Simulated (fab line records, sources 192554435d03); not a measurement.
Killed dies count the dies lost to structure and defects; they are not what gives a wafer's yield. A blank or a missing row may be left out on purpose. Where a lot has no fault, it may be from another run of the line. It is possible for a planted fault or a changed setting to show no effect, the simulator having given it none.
Which tool was responsible? + flow n5_finfet + 9 lots, 27 wafers sampled, at 1 step of a route of 1938

WHAT THE GAUGES READ, wafer by wafer
N5_BEOL_M4_RC_MEAS_101.
| lot  | measured     | on        | DIBL_N (mV/V)  | DIBL_P (mV/V)  | IOFF_N (nA/um)    | IOFF_P (nA/um)    | ION_N (uA/um) | ION_P (uA/um) | SS_N (mV/dec)  | SS_P (mV/dec)  | VT_N (mV)   | VT_P (mV)            |
|------|--------------|-----------|----------------|----------------|-------------------|-------------------|---------------|---------------|----------------|----------------|-------------|----------------------|
| L454 | day 9 06:28  | prober-01 | 35.5 38.7 37.8 | 32.1 36.9 35.6 | 0.117 0.175 0.158 | 0.181 0.263 0.238 | 667 674 680   | 459 463 465   | 71.3 72.3 72.1 | 73.0 73.6 74.2 | 259 249 251 | -252.0 -247.5 -249.4 |
| L456 | day 10 06:00 | prober-02 | 34.5 35.7 35.5 | 34.8 36.9 37.1 | 0.139 0.163 0.166 | 0.180 0.217 0.213 | 663 672 678   | 453 459 462   | 71.0 71.0 71.6 | 72.3 73.5 73.3 | 252 248 248 | -248.9 -248.0 -248.4 |
| L469 | day 12 16:17 | prober-01 | 36.2 37.6 37.3 | 33.8 36.6 36.0 | 0.155 0.175 0.173 | 0.191 0.228 0.223 | 677 684 687   | 456 468 465   | 71.6 71.5 71.4 | 72.4 73.7 73.1 | 248 249 248 | -249.8 -247.9 -247.1 |
| L470 | day 13 01:37 | prober-01 | 37.7 37.9 38.8 | 38.4 38.2 40.0 | 0.171 0.176 0.190 | 0.213 0.225 0.240 | 681 681 691   | 467 465 463   | 71.7 72.3 71.6 | 73.4 73.7 73.7 | 250 249 249 | -251.3 -249.6 -248.2 |
| L472 | day 13 18:05 | prober-02 | 39.0 37.2 37.0 | 37.6 35.8 35.3 | 0.191 0.156 0.150 | 0.251 0.227 0.210 | 683 678 674   | 470 469 462   | 72.0 71.0 71.3 | 73.5 73.2 73.4 | 250 251 253 | -247.7 -247.3 -249.9 |
| L474 | day 14 03:29 | prober-02 | 35.8 34.8 35.5 | 35.7 34.3 35.9 | 0.152 0.131 0.142 | 0.211 0.188 0.224 | 673 672 673   | 468 465 467   | 71.3 71.2 71.6 | 73.6 73.3 73.2 | 252 251 252 | -248.7 -250.2 -248.7 |
| L475 | day 14 05:38 | prober-01 | 37.2 38.5 36.9 | 37.8 37.8 36.5 | 0.178 0.199 0.160 | 0.224 0.230 0.202 | 680 683 681   | 465 464 466   | 71.8 72.1 71.9 | 73.4 73.7 73.5 | 246 247 248 | -249.6 -250.2 -252.1 |
| L476 | day 14 15:42 | prober-02 | 37.2 36.8 35.9 | 38.6 37.0 35.9 | 0.187 0.166 0.152 | 0.259 0.228 0.212 | 685 671 675   | 477 465 467   | 72.3 72.1 71.6 | 73.5 74.1 73.8 | 246 248 249 | -249.3 -249.0 -250.1 |
| L477 | day 15 06:20 | prober-02 | 37.0 35.1 36.8 | 38.0 36.5 38.2 | 0.164 0.139 0.174 | 0.233 0.205 0.235 | 669 669 676   | 468 465 467   | 71.6 71.4 71.8 | 73.6 72.4 72.8 | 250 252 249 | -249.7 -248.6 -249.1 |

WHAT TOOL EACH LOT RAN ON (gives the tool, then ch and the chambers of the sampled wafers, and finally the start)
The record holds no process step before these readings.

AS READ BY THE TOOLS THEMSELVES (means over the sampled wafers that have a number; for cases with no such wafer, the mark the record gives instead)
The record holds no such reading with a usual standard deviation.

THE ANSWER, worked out from the rows above alone
Rule: what is usual is taken from the lots themselves. Put in order of their means at a reading, lots are off if they are a third of the lots or fewer, leave a main group of 4 or more, and stand apart from it by a gap of 3 or more times the standard deviation of the main group's means; of several such gaps the widest counts. A main group is skipped when, at the precision printed for the reading in the tables above, its means are all equal. Also off: a lot with no number at a reading for which 4 or more lots have one. All remaining lots with rows at the step are treated as sound. After the gauges, taken in route order, come the tools' own readings; for these a lot's mean is taken, as printed above. At the first step where some lot is off, the reading lying furthest off is the one used; lots without a number count as furthest.
Nothing can be told from this: no lot is off at any reading shown.

WHAT THE SIMULATOR HAD PUT IN
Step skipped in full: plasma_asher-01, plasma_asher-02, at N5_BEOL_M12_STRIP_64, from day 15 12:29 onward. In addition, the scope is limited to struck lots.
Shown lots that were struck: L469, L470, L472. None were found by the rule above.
